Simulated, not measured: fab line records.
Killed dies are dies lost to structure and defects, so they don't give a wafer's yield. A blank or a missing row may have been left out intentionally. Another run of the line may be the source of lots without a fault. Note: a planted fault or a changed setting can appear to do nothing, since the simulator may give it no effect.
fab line records	flow nand-harc
record: lots: 6	wafers: 18	last-day: 32
route steps=1302 shown A_CONTACT@1040 END@1302
lots that met no fault: taken from a fault-free run of the same line
start-h: hours from the record's opening day to when the first of the lot's shown wafers began	wait-h: time in hours since the lot's previous step	" the same as in the row above	L1.1+2: one row covering several wafers at once	- either no value or no given start	* or withheld: withheld	< > ~ a bound
route shown NAME@n: NAME is a module with steps in the file, n the number in the route of the first one	usual: mean and standard deviation over wafers with no fault	same: alike in all rows	chamber/n: place in a boat	sites: each site's reading	_std_site: their standard deviation	_edge_site: outer sites' mean less inner sites'	radius-mm: how far each site lies from the wafer's centre	mask NAME#n: copy n	behind: tool/chamber where the wafer was last shaped	hold: the reason the lot was held/the length of the hold in hours/how it ended	device: names the non-switching transistor (n, p or np)	end of line: the tests these same wafers got at the end of their route	a step without rows: its recipe alone	killed: dies lost to structure and defects at the first sort, not the wafer's yield	map: a wafer's dies, marking killed ones x, the rest . and places with no die _
set.NAME: the setting that was run; set.NAME@STEP: the one run at that earlier step	model.NAME: the simulator's own value behind a step, which no gauge read
lots seen at some steps along the route; tables by step, rows by wafer
services: from which hour (start-h, from the record's first day; less than 0 if before it) a tool's chamber was out of use, for how many hours, and why
== steps ==
step: NHARC_A_CONTACT_OVL_MEAS_70
usual: overlay-x-nm: 0.3/0.96	overlay-y-nm: 0.0/0.6
lot.wafer	tool	chamber	start-h	wait-h	overlay-x-nm	overlay-y-nm
L882.3	overlay-02	-	564.02	-	2.5	-0.3
L882.5	"	-	"	"	2.3	-0.4
L882.6	"	-	"	"	2.1	-1.1
L884.2	overlay-01	-	588.75	-	-0.8	-0.1
L884.3	"	-	"	"	-1.0	0.7
L884.5	"	-	"	"	-1.0	0.6
L889.1	overlay-02	-	634.92	-	-0.5	1.1
L889.3	"	-	"	"	-1.5	0.8
L889.4	"	-	"	"	-1.7	0.2
L892.1	overlay-01	-	659.65	-	-1.0	0.9
L892.4	"	-	"	"	-0.8	0.0
L892.6	"	-	"	"	-0.4	0.8
L891.3	overlay-02	-	674.12	-	0.9	0.7
L891.4	"	-	"	"	0.7	0.3
L891.5	"	-	"	"	0.9	0.5
L894.1	overlay-01	-	696.65	-	2.0	1.1
L894.2	"	-	"	"	2.6	0.7
L894.3	"	-	"	"	2.9	0.1
step: NHARC_A_CONTACT_INSPECT_71
usual: raw-defect-count: 93/38
lot.wafer	tool	chamber	start-h	wait-h	raw-defect-count
L882.3	defect-inspect-01	-	564.05	0.0	147
L882.5	"	-	"	"	198
L882.6	"	-	"	"	173
L884.2	defect-inspect-01	-	588.78	0.0	79
L884.3	"	-	"	"	69
L884.5	"	-	"	"	64
L889.1	defect-inspect-02	-	634.95	0.0	59
L889.3	"	-	"	"	71
L889.4	"	-	"	"	61
L892.1	defect-inspect-01	-	659.68	0.0	112
L892.4	"	-	"	"	117
L892.6	"	-	"	"	119
L891.3	defect-inspect-01	-	674.15	0.0	166
L891.4	"	-	"	"	127
L891.5	"	-	"	"	147
L894.1	defect-inspect-02	-	696.69	0.0	72
L894.2	"	-	"	"	73
L894.3	"	-	"	"	74
step: NHARC_A_CONTACT_DESCUM_74
recipe: time-s: 3	o2-flow-sccm: 200	ar-flow-sccm: 0	bias-power-w: 0	chemistry: O2
step: NHARC_A_CONTACT_ETCH_75
recipe: target-depth-a: 390	over-etch-frac: 0.3	time-s: 65	ion-energy-ev: 80	cf4-flow-sccm: 150	ar-flow-sccm: 0	rf-w: 300	bias-w: 100	chemistry: CF4
step: NHARC_A_CONTACT_ETCH_76
recipe: target-depth-a: 2600	over-etch-frac: 0.3	time-s: 475.3	ion-energy-ev: 200	n2-flow-sccm: 150	h2-flow-sccm: 150	ar-flow-sccm: 0	rf-w: 400	bias-w: 150	chemistry: N2/H2
usual: bias-w: 149.9/0.45	chamber-pressure-mTorr: 30.000/0.026	drypump-motor-current-A: 5.7/0.54	oes-product-au: 0.997/0.0072	rf-fwd-power-W: 399.4/1.2	rf-vpp-V: 430.8/2.3	showerhead-plenum-p-Torr: 2.05/0.08	throttle-valve-pct: 14.172/0.0093
same: time-s: 475.3
lot.wafer	tool	chamber	start-h	wait-h	bias-w	chamber-pressure-mTorr	drypump-motor-current-A	oes-product-au	rf-fwd-power-W	rf-hours-counter-h	rf-vpp-V	showerhead-plenum-p-Torr	throttle-valve-pct
L882.3	rie-diel-08	1	-	-	150.9	30.008	6.0	0.986	397.7	4	435.2	2.20	14.162
L882.6	"	1	"	"	149.6	30.059	6.0	0.988	399.8	-	434.7	2.20	14.156
L882.5	"	2	"	"	149.8	29.993	5.5	1.001	399.9	-	426.8	1.93	14.170
L884.2	rie-diel-09	3	589.11	0.1	150.0	30.047	5.5	1.003	399.8	13	433.3	2.11	14.170
L884.3	"	3	"	"	149.9	29.989	5.4	1.001	399.7	-	433.4	2.11	14.172
L884.5	"	3	"	"	150.0	29.981	5.4	0.993	400.9	-	432.2	2.11	14.177
L889.3	rie-diel-08	3	-	-	150.1	30.021	5.7	1.000	400.0	26	428.5	1.96	14.175
L889.4	"	0	"	"	150.7	29.995	5.3	0.997	398.4	24	434.1	2.14	14.180
L889.1	"	1	"	"	150.4	30.030	6.0	0.999	398.6	26	435.0	2.19	14.170
L892.4	rie-diel-09	2	-	-	149.9	29.989	5.1	1.000	398.3	25	429.7	1.99	14.162
L892.1	"	3	"	"	150.9	29.958	5.4	1.002	399.3	25	432.6	2.10	14.185
L892.6	"	2	"	"	149.2	29.994	5.1	0.991	399.1	-	428.5	1.99	14.188
L891.4	rie-diel-04	1	-	-	150.4	29.966	4.8	1.001	399.8	52	427.8	1.91	14.186
L891.3	"	2	"	"	150.4	29.996	5.8	1.002	397.4	45	433.0	2.15	14.162
L891.5	"	2	"	"	150.5	29.961	5.8	1.001	399.0	-	431.9	2.15	14.155
L894.1	rie-diel-09	3	-	-	150.7	30.022	5.4	1.002	400.3	3	431.0	2.10	14.160
L894.2	"	0	"	"	149.7	30.031	6.3	0.982	402.2	3	431.3	2.11	14.178
L894.3	"	1	"	"	150.1	29.996	6.5	0.976	399.4	2	428.8	1.98	14.170
step: NHARC_A_CONTACT_ETCH_77
recipe: target-depth-a: 1089	time-s: 54.5	cf4-flow-sccm: 100	chf3-flow-sccm: 30	ar-flow-sccm: 0	rf-w: 500	bias-w: 200	chemistry: CF4/CHF3
step: NHARC_A_CONTACT_ETCH_78
recipe: target-depth-a: 53000	over-etch-frac: 0.3	time-s: 1378	ion-energy-ev: 150	o2-flow-sccm: 400	cos-flow-sccm: 20	ar-flow-sccm: 0	rf-w: 500	bias-w: 300	chemistry: O2/COS
usual: bias-w: 300.0/0.89	chamber-pressure-mTorr: 20.002/0.017	drypump-motor-current-A: 5.7/0.54	oes-product-au: 0.995/0.0083	rf-fwd-power-W: 499.7/1.5	rf-vpp-V: 314.6/1.8	showerhead-plenum-p-Torr: 3.14/0.11	throttle-valve-pct: 28.331/0.0081
same: time-s: 1378
lot.wafer	tool	chamber	start-h	wait-h	bias-w	chamber-pressure-mTorr	drypump-motor-current-A	oes-product-au	rf-fwd-power-W	rf-hours-counter-h	rf-vpp-V	showerhead-plenum-p-Torr	throttle-valve-pct
L882.3	rie-diel-08	1	-	-	300.6	19.999	6.0	0.989	501.4	5	318.0	3.34	28.313
L882.5	"	0	"	"	300.1	20.024	5.3	1.004	503.0	-	315.8	3.28	28.332
L882.6	"	1	"	"	299.5	20.023	6.0	0.989	500.3	-	317.6	3.34	28.329
L884.2	rie-diel-09	2	589.98	0.3	300.5	19.997	5.1	0.993	501.6	14	313.3	3.06	28.335
L884.3	"	3	"	"	299.0	19.973	5.5	1.008	499.3	-	316.9	3.22	28.331
L884.5	"	3	"	"	300.4	19.997	5.5	0.997	498.1	-	316.6	3.22	28.328
L889.1	rie-diel-08	1	-	-	300.3	20.028	6.0	1.003	499.0	26	318.9	3.33	28.341
L889.4	"	3	"	"	299.7	19.999	5.7	1.007	497.6	26	312.2	3.02	28.340
L889.3	"	0	"	"	300.2	19.989	5.3	0.990	498.5	25	316.5	3.27	28.329
L892.4	rie-diel-09	0	-	-	300.6	20.001	6.4	0.989	498.4	22	314.7	3.22	28.327
L892.1	"	1	"	"	299.0	19.968	6.6	0.996	501.2	22	313.0	3.04	28.328
L892.6	"	1	"	"	299.5	19.980	6.6	0.999	498.7	-	314.7	3.04	28.324
L891.3	rie-diel-04	0	-	-	301.3	19.987	5.8	1.001	499.2	51	314.9	3.08	28.321
L891.4	"	1	"	"	300.2	20.007	4.8	1.000	503.6	52	310.4	2.94	28.336
L891.5	"	2	"	"	300.7	20.006	5.8	1.004	501.5	-	317.0	3.27	28.328
L894.1	rie-diel-09	3	-	-	298.5	20.005	5.4	0.990	498.9	3	313.9	3.21	28.337
L894.3	"	0	"	"	300.0	20.020	6.4	0.991	498.2	3	315.0	3.22	28.331
L894.2	"	1	"	"	300.7	19.995	6.6	0.983	501.4	3	312.3	3.04	28.338
step: NHARC_A_CONTACT_ETCH_124
recipe: source-w: withheld	pressure-mtorr: 20	bias-v: withheld	time-s: 140	target-depth-a: 7000	ar-flow-sccm: withheld	c4f8-flow-sccm: withheld	o2-flow-sccm: withheld	chemistry: C4F8/O2/Ar
step: NHARC_A_CONTACT_ETCH_125
recipe: source-w: withheld	pressure-mtorr: 20	bias-v: 3000	time-s: 197	target-depth-a: 19180	ar-flow-sccm: withheld	c4f8-flow-sccm: withheld	o2-flow-sccm: withheld	chemistry: C4F8/O2/Ar
usual: chamber-pressure-mTorr: 20.003/0.019	oes-air-line-au: 1.000/0.021
same: time-s: 197
lot.wafer	tool	chamber	start-h	wait-h	chamber-pressure-mTorr	oes-air-line-au	rf-hours-counter-h
L882.3	har-cap-etch-03	1	565.92	0.2	20.006	0.995	-
L882.6	"	1	"	"	20.004	0.970	-
L882.5	"	0	"	"	19.998	1.003	-
L884.2	har-cap-etch-03	0	591.53	0.2	19.992	1.012	56
L884.3	"	1	"	"	20.001	1.021	-
L884.5	"	0	"	"	20.011	1.026	-
L889.1	har-cap-etch-02	0	636.79	0.2	20.022	1.021	112
L889.4	"	1	"	"	19.992	0.983	-
L889.3	"	0	"	"	19.992	1.005	-
L892.1	har-cap-etch-03	1	661.56	0.2	20.012	1.003	69
L892.4	"	1	"	"	19.968	1.017	-
L892.6	"	0	"	"	20.014	1.004	-
L891.4	har-cap-etch-03	1	676.09	0.2	19.977	0.990	-
L891.3	"	0	"	"	19.992	0.999	-
L891.5	"	1	"	"	20.017	1.003	-
L894.1	har-cap-etch-02	0	699.18	0.2	20.015	1.050	124
L894.2	"	1	"	"	19.988	0.978	124
L894.3	"	1	"	"	19.991	0.989	-
step: NHARC_A_CONTACT_ETCH_126
recipe: source-w: withheld	pressure-mtorr: 20	bias-v: 3000	time-s: 197	target-depth-a: 19180	ar-flow-sccm: withheld	c4f8-flow-sccm: withheld	o2-flow-sccm: withheld	chemistry: C4F8/O2/Ar
usual: chamber-pressure-mTorr: 20.001/0.017	oes-air-line-au: 0.999/0.019
same: time-s: 197
lot.wafer	tool	chamber	start-h	wait-h	chamber-pressure-mTorr	oes-air-line-au	rf-hours-counter-h
L882.3	har-cap-etch-03	1	566.11	0.2	20.045	1.018	-
L882.6	"	1	"	"	19.985	1.014	-
L882.5	"	0	"	"	19.977	0.984	-
L884.2	har-cap-etch-03	0	591.71	0.1	19.995	1.016	57
L884.3	"	1	"	"	20.001	0.983	-
L884.5	"	0	"	"	19.987	0.995	-
L889.1	har-cap-etch-02	0	636.97	0.1	19.981	0.973	112
L889.4	"	1	"	"	19.999	1.035	-
L889.3	"	0	"	"	19.998	1.000	-
L892.1	har-cap-etch-03	1	661.79	0.2	20.013	0.969	69
L892.4	"	1	"	"	20.024	0.990	-
L892.6	"	0	"	"	19.981	1.002	-
L891.4	har-cap-etch-03	1	676.32	0.2	19.980	1.012	-
L891.3	"	0	"	"	20.014	1.019	-
L891.5	"	1	"	"	19.999	0.992	-
L894.1	har-cap-etch-02	0	699.42	0.2	20.003	0.950	125
L894.2	"	1	"	"	20.001	0.970	125
L894.3	"	1	"	"	19.994	0.977	-
step: NHARC_A_CONTACT_ETCH_127
recipe: source-w: withheld	pressure-mtorr: 20	bias-v: 3000	time-s: 197	target-depth-a: 19180	ar-flow-sccm: withheld	c4f8-flow-sccm: withheld	o2-flow-sccm: withheld	chemistry: C4F8/O2/Ar
step: NHARC_A_CONTACT_ETCH_128
recipe: source-w: withheld	pressure-mtorr: 20	bias-v: 3000	time-s: 197	target-depth-a: 19180	ar-flow-sccm: withheld	c4f8-flow-sccm: withheld	o2-flow-sccm: withheld	chemistry: C4F8/O2/Ar
usual: chamber-pressure-mTorr: 20.000/0.02	oes-air-line-au: 1.002/0.021
same: time-s: 197
lot.wafer	tool	chamber	start-h	wait-h	chamber-pressure-mTorr	oes-air-line-au	rf-hours-counter-h
L882.3	har-cap-etch-03	1	566.58	0.2	20.014	0.997	-
L882.6	"	1	"	"	19.990	0.983	-
L882.5	"	0	"	"	20.037	0.985	-
L884.2	har-cap-etch-03	0	592.06	0.1	19.996	1.005	57
L884.3	"	1	"	"	19.997	1.023	-
L884.5	"	0	"	"	20.015	0.993	-
L889.1	har-cap-etch-02	0	637.32	0.1	19.979	1.018	113
L889.4	"	1	"	"	20.005	1.025	-
L889.3	"	0	"	"	20.005	1.013	-
L892.1	har-cap-etch-03	1	662.27	0.2	20.001	1.044	69
L892.4	"	1	"	"	19.946	1.008	-
L892.6	"	0	"	"	19.984	0.932	-
L891.4	har-cap-etch-03	1	676.79	0.2	20.040	0.977	-
L891.3	"	0	"	"	20.005	1.042	-
L891.5	"	1	"	"	20.039	0.974	-
L894.1	har-cap-etch-02	0	699.90	0.2	20.003	0.963	125
L894.2	"	1	"	"	19.950	1.006	125
L894.3	"	1	"	"	20.016	0.999	-
step: NHARC_A_CONTACT_ETCH_129
recipe: source-w: withheld	pressure-mtorr: 20	bias-v: 3000	time-s: 197	target-depth-a: 19180	ar-flow-sccm: withheld	c4f8-flow-sccm: withheld	o2-flow-sccm: withheld	chemistry: C4F8/O2/Ar
usual: chamber-pressure-mTorr: 19.999/0.018	oes-air-line-au: 1.003/0.018	time-s: 197/0
lot.wafer	tool	chamber	start-h	wait-h	chamber-pressure-mTorr	oes-air-line-au	rf-hours-counter-h	time-s
L882.3	har-cap-etch-03	1	566.81	0.2	20.013	1.001	-	197
L882.6	"	1	"	"	20.010	0.997	-	197
L882.5	"	0	"	"	20.024	1.021	-	197
L884.2	har-cap-etch-03	0	592.24	0.1	19.974	0.999	57	197
L884.3	"	1	"	"	19.994	0.989	-	197
L884.5	"	0	"	"	19.962	1.015	-	197
L889.1	har-cap-etch-02	0	637.50	0.1	-	-	-	-
L889.4	"	1	"	"	-	-	-	-
L889.3	"	0	"	"	-	-	-	-
L892.1	har-cap-etch-03	1	662.50	0.2	-	-	-	-
L892.4	"	1	"	"	-	-	-	-
L892.6	"	0	"	"	-	-	-	-
L891.4	har-cap-etch-03	1	677.03	0.2	20.015	1.005	-	197
L891.3	"	0	"	"	20.014	1.018	-	197
L891.5	"	1	"	"	20.008	0.980	-	197
L894.1	har-cap-etch-02	0	700.14	0.2	19.984	0.995	125	197
L894.2	"	1	"	"	19.990	1.000	125	197
L894.3	"	1	"	"	19.972	1.012	-	197
step: NHARC_A_CONTACT_ETCH_130
recipe: source-w: withheld	pressure-mtorr: 20	bias-v: 3000	time-s: 197	target-depth-a: 19180	ar-flow-sccm: withheld	c4f8-flow-sccm: withheld	o2-flow-sccm: withheld	chemistry: C4F8/O2/Ar
step: NHARC_END_SORT_01
recipe: temp-c: 25
usual: killed-at-array: 60/21	killed-at-other: 1.0/1.2	killed-at-periphery: 4.2/2.8	killed-dies: 65/20	killed-open: 3.1/1.8	killed-short: 2.6/1.6
same: gross-dies: 677
lot.wafer	tool	chamber	start-h	wait-h	killed-at-array	killed-at-other	killed-at-periphery	killed-dies	killed-open	killed-short
L884.2	prober-01	0	649.39	2.8	58	0	7	65	7	3
L884.3	prober-01	0	650.20	3.1	54	1	3	58	1	1
L884.5	prober-01	0	651.81	3.7	49	0	2	51	5	2
L889.1	prober-02	0	693.43	2.5	672	1	4	677	3	5
L889.3	prober-02	0	695.03	3.1	673	0	4	677	3	2
L889.4	prober-02	0	695.84	3.4	674	0	3	677	4	1
L892.1	prober-01	0	722.50	2.5	674	2	1	677	1	3
L892.4	prober-01	0	724.89	3.4	673	1	3	677	3	0
L892.6	prober-01	0	726.49	4.0	673	0	4	677	2	2
killed by level:class
L884.2 A_CHANNEL_HOLE_D1:chamber-film-flake=33 A_SGD_CUT:chamber-film-flake=10 P_CONTACT:geometric-particle:open=2 P_M0:geometric-particle:open=2 P_CONTACT:chamber-film-flake=2 A_CHANNEL_HOLE_D2:unspecified=2 A_CONTACT:chamber-film-flake=2 P_M0:geometric-particle:short=1
L884.3 A_CHANNEL_HOLE_D1:chamber-film-flake=33 A_SGD_CUT:chamber-film-flake=7 A_CHANNEL_HOLE_D2:chamber-film-flake=3 P_CONTACT:chamber-film-flake=2 A_ZERO_WELL:chamber-film-flake=2 A_STAIRCASE:chamber-film-flake=2 A_CONTACT:chamber-film-flake=2 A_ONON_D1:geometric-particle:open=1
L884.5 A_CHANNEL_HOLE_D1:chamber-film-flake=30 A_SGD_CUT:chamber-film-flake=4 A_CHANNEL_HOLE_D2:unspecified=3 P_CONTACT:geometric-particle:open=1 A_CHANNEL_HOLE_D1:geometric-particle:open=1 A_CHANNEL_FILL_D1:geometric-particle:short=1 A_ONON_D2:geometric-particle:open=1 A_CHANNEL_HOLE_D2:geometric-particle:open=1
L889.1 A_CONTACT:area-etch=619 A_CHANNEL_HOLE_D1:chamber-film-flake=30 A_CONTACT:chamber-film-flake=8 A_SLIT:chamber-film-flake=3 A_STAIRCASE:chamber-film-flake=3 A_WL_FILL:chamber-film-flake=2 P_CONTACT:geometric-particle:short=1 P_M2:geometric-particle:short=1
L889.3 A_CONTACT:area-etch=620 A_CHANNEL_HOLE_D1:chamber-film-flake=34 A_CONTACT:chamber-film-flake=7 A_SLIT:chamber-film-flake=4 A_STAIRCASE:chamber-film-flake=3 P_STI:chamber-film-flake=2 P_M1:geometric-particle:open=1 A_ONON_D1:geometric-particle:open=1
L889.4 A_CONTACT:area-etch=628 A_CHANNEL_HOLE_D1:chamber-film-flake=30 A_CONTACT:chamber-film-flake=6 A_CHANNEL_FILL_D2:geometric-particle:open=2 A_SLIT:chamber-film-flake=2 A_SOURCE_PLATE:geometric-particle:short=1 A_DECK1_JOINT:geometric-particle:open=1 A_M0:geometric-particle:open=1
L892.1 A_CONTACT:area-etch=597 A_SLIT:chamber-film-flake=31 A_CHANNEL_HOLE_D1:chamber-film-flake=30 A_STAIRCASE:chamber-film-flake=5 A_CHANNEL_FILL_D1:chamber-film-flake=3 A_ZERO_WELL:chamber-film-flake=2 A_SOURCE_PLATE:geometric-particle:short=1 A_ONON_D2:geometric-particle:short=1
L892.4 A_CONTACT:area-etch=605 A_CHANNEL_HOLE_D1:chamber-film-flake=36 A_SLIT:chamber-film-flake=17 A_STAIRCASE:chamber-film-flake=6 P_GATE:chamber-film-flake=2 A_CHANNEL_FILL_D1:chamber-film-flake=2 P_GATE:geometric-particle:open=1 A_BLC:geometric-particle:open=1
L892.6 A_CONTACT:area-etch=599 A_SLIT:chamber-film-flake=32 A_CHANNEL_HOLE_D1:chamber-film-flake=27 A_STAIRCASE:chamber-film-flake=7 P_GATE:chamber-film-flake=2 P_M1:geometric-particle:short=1 A_ONON_D1:geometric-particle:open=1 A_SGD_CUT:geometric-particle:short=1
map L889.1 (x killed, . not)
____________x____________
_________xxxxxxx_________
_______xxxxxxxxxxx_______
______xxxxxxxxxxxxx______
_____xxxxxxxxxxxxxxx_____
____xxxxxxxxxxxxxxxxx____
____xxxxxxxxxxxxxxxxx____
___xxxxxxxxxxxxxxxxxxx___
___xxxxxxxxxxxxxxxxxxx___
__xxxxxxxxxxxxxxxxxxxxx__
__xxxxxxxxxxxxxxxxxxxxx__
_xxxxxxxxxxxxxxxxxxxxxxx_
_xxxxxxxxxxxxxxxxxxxxxxx_
_xxxxxxxxxxxxxxxxxxxxxxx_
_xxxxxxxxxxxxxxxxxxxxxxx_
_xxxxxxxxxxxxxxxxxxxxxxx_
xxxxxxxxxxxxxxxxxxxxxxxxx
xxxxxxxxxxxxxxxxxxxxxxxxx
xxxxxxxxxxxxxxxxxxxxxxxxx
xxxxxxxxxxxxxxxxxxxxxxxxx
xxxxxxxxxxxxxxxxxxxxxxxxx
_xxxxxxxxxxxxxxxxxxxxxxx_
_xxxxxxxxxxxxxxxxxxxxxxx_
_xxxxxxxxxxxxxxxxxxxxxxx_
_xxxxxxxxxxxxxxxxxxxxxxx_
_xxxxxxxxxxxxxxxxxxxxxxx_
__xxxxxxxxxxxxxxxxxxxxx__
__xxxxxxxxxxxxxxxxxxxxx__
___xxxxxxxxxxxxxxxxxxx___
___xxxxxxxxxxxxxxxxxxx___
____xxxxxxxxxxxxxxxxx____
____xxxxxxxxxxxxxxxxx____
_____xxxxxxxxxxxxxxx_____
______xxxxxxxxxxxxx______
_______xxxxxxxxxxx_______
_________xxxxxxx_________
____________x____________
map L892.1 (x killed, . not)
____________x____________
_________xxxxxxx_________
_______xxxxxxxxxxx_______
______xxxxxxxxxxxxx______
_____xxxxxxxxxxxxxxx_____
____xxxxxxxxxxxxxxxxx____
____xxxxxxxxxxxxxxxxx____
___xxxxxxxxxxxxxxxxxxx___
___xxxxxxxxxxxxxxxxxxx___
__xxxxxxxxxxxxxxxxxxxxx__
__xxxxxxxxxxxxxxxxxxxxx__
_xxxxxxxxxxxxxxxxxxxxxxx_
_xxxxxxxxxxxxxxxxxxxxxxx_
_xxxxxxxxxxxxxxxxxxxxxxx_
_xxxxxxxxxxxxxxxxxxxxxxx_
_xxxxxxxxxxxxxxxxxxxxxxx_
xxxxxxxxxxxxxxxxxxxxxxxxx
xxxxxxxxxxxxxxxxxxxxxxxxx
xxxxxxxxxxxxxxxxxxxxxxxxx
xxxxxxxxxxxxxxxxxxxxxxxxx
xxxxxxxxxxxxxxxxxxxxxxxxx
_xxxxxxxxxxxxxxxxxxxxxxx_
_xxxxxxxxxxxxxxxxxxxxxxx_
_xxxxxxxxxxxxxxxxxxxxxxx_
_xxxxxxxxxxxxxxxxxxxxxxx_
_xxxxxxxxxxxxxxxxxxxxxxx_
__xxxxxxxxxxxxxxxxxxxxx__
__xxxxxxxxxxxxxxxxxxxxx__
___xxxxxxxxxxxxxxxxxxx___
___xxxxxxxxxxxxxxxxxxx___
____xxxxxxxxxxxxxxxxx____
____xxxxxxxxxxxxxxxxx____
_____xxxxxxxxxxxxxxx_____
______xxxxxxxxxxxxx______
_______xxxxxxxxxxx_______
_________xxxxxxx_________
____________x____________
== services ==
tool	chamber	start-h	hours	kind
rie-diel-09	0	555.34	-	clean
rie-diel-09	1	555.34	-	clean
rie-diel-09	2	555.34	-	clean
rie-diel-09	3	555.34	-	clean
rie-diel-04	2	556.72	1.8	repair
rie-diel-09	0	580.48	-	clean
rie-diel-09	1	580.48	-	clean
rie-diel-09	2	580.48	-	clean
rie-diel-09	3	580.48	-	clean
rie-diel-09	0	581.81	9.6	repair
rie-diel-09	1	587.72	7.1	repair
rie-diel-08	0	589.91	4.2	repair
rie-diel-09	0	604.98	-	clean
rie-diel-09	1	604.98	-	clean
rie-diel-09	2	604.98	-	clean
rie-diel-09	3	604.98	-	clean
har-cap-etch-03	-	615.84	2.5	repair
rie-diel-09	0	629.53	-	clean
rie-diel-08	0	648.43	6.6	repair
har-cap-etch-03	-	672.17	0.1	repair
har-cap-etch-02	-	672.76	0.7	repair
rie-diel-09	-	674.34	9.0	pm
rie-diel-04	-	682.47	1.1	repair
rie-diel-04	3	695.41	1.6	repair
== key ==
first-sign: step: NHARC_A_CONTACT_ETCH_129	reading: tool-record	direction: missing
effect: step: NHARC_END_SORT_01	reading: killed-dies	direction: up	sigmas: 31	usual: 65	struck: 677
more-kills-born-at: NHARC_A_CONTACT_ETCH_129@har-cap-etch-02: 1867	NHARC_A_CONTACT_ETCH_129@har-cap-etch-03: 1801
met-at NHARC_A_CONTACT_ETCH_129
struck-wafers L889.1,L889.3,L889.4,L892.1,L892.4,L892.6
later-rows-left-out L889.1,L889.3,L889.4,L892.1,L892.4,L892.6
tester-left-out L889,L892
onset-between 592.24 637.50
fault: kind: skipped-step-whole	tool: har-cap-etch-02,har-cap-etch-03	chamber: -	onset-h: 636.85	steps: NHARC_A_CONTACT_ETCH_129	scope: struck-lots-only
tester-left-out: of these lots the tester's yield and bins aren't shown, on N5 and GAA mostly nor the transistor test; their killed dies are dies lost to structure and defects alone, not to doping, threshold or leakage, so they don't give the yield
later-rows-left-out: the simulator's readings of these wafers behind a module that went badly wrong aren't trusted and aren't shown, but for the sort
